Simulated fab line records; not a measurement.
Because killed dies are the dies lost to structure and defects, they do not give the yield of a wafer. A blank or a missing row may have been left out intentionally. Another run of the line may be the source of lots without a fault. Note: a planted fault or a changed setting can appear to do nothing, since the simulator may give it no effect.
Matching of chambers ; flow nandHarc ; rieSi-05 running NHARC_P_ZERO_WELL_ETCH_63: 4 sister chambers
The step etches the open film in HBr/Cl2, target depth 120 nm, time 40.1 s. 22 wafers are shown with their chamber, then 11 later ones without.

== WAFERS WITH THEIR CHAMBER ==
wafer;chamber;drypumpMotorCurrentA (A);oesProductAu (a.u.);heBacksideLeakSccm (sccm)
L074.1;2;5.8;0.997;2.50
L074.2;3;6.3;0.988;2.57
L074.5;2;5.8;0.994;2.43
L078.1;1;5.7;1.002;2.49
L078.3;0;4.9;1.011;2.50
L078.4;2;5.8;1.010;2.65
L081.1;0;4.9;1.004;2.49
L081.3;1;5.7;1.010;2.36
L081.6;0;4.9;0.999;2.39
L086.1;0;4.9;1.018;2.60
L086.3;2;5.8;1.016;2.45
L086.5;2;5.8;1.019;2.53
L087.1;1;5.7;1.026;2.31
L087.5;2;5.8;1.008;2.50
L087.6;1;5.7;1.031;2.32
L088.1;1;5.6;1.024;2.26
L088.3;3;6.3;0.986;2.64
L088.5;2;5.8;1.008;2.52
L089.1;3;6.3;0.978;2.63
L089.2;0;4.9;1.002;2.53
L089.6;3;6.3;0.973;2.77
L091.4;0;4.9;1.011;2.76

SIGNATURES (means of the wafers above)
reading;chamber 0;chamber 1;chamber 2;chamber 3;scatter within a chamber
drypumpMotorCurrentA;4.900;5.680;5.800;6.300;0.0211
oesProductAu;1.00750;1.01860;1.00743;0.98125;0.00909
heBacksideLeakSccm;2.5450;2.3480;2.5114;2.6525;0.0944
Rule: distance of a wafer from a chamber = root of the sum over the readings of ((wafer's reading minus chamber's mean) / reading's scatter) squared. The wafer belongs to the nearest chamber; if the next one is less than 2 further off, it can't be placed. The scatter: take each reading less its chamber's mean, square it, sum over the shown wafers, divide by the number of wafers less the number of chambers, and take the root.

== WAFERS MISSING THEIR CHAMBER ==
wafer;drypumpMotorCurrentA (A);oesProductAu (a.u.);heBacksideLeakSccm (sccm)
L091.5;6.3;0.984;2.56
L091.6;4.9;1.010;2.66
L093.2;4.9;1.013;2.68
L093.3;6.2;0.984;2.60
L093.6;5.7;1.025;2.42
L094.2;5.7;1.025;2.38
L094.4;4.9;1.021;2.69
L094.5;6.2;0.982;2.60
L095.3;5.9;0.996;2.45
L095.5;4.9;1.016;2.56
L095.6;5.7;1.004;2.35

== WHICH CHAMBER EACH ONE RAN IN ==
wafer;from the rows above;in truth
L091.5;3;3
L091.6;0;0
L093.2;0;0
L093.3;3;3
L093.6;1;1
L094.2;1;1
L094.4;0;0
L094.5;3;3
L095.3;2;2
L095.5;0;0
L095.6;1;1
11 of 11 placed correctly. Left unplaced by these rows: 0. Wrongly placed: 0.
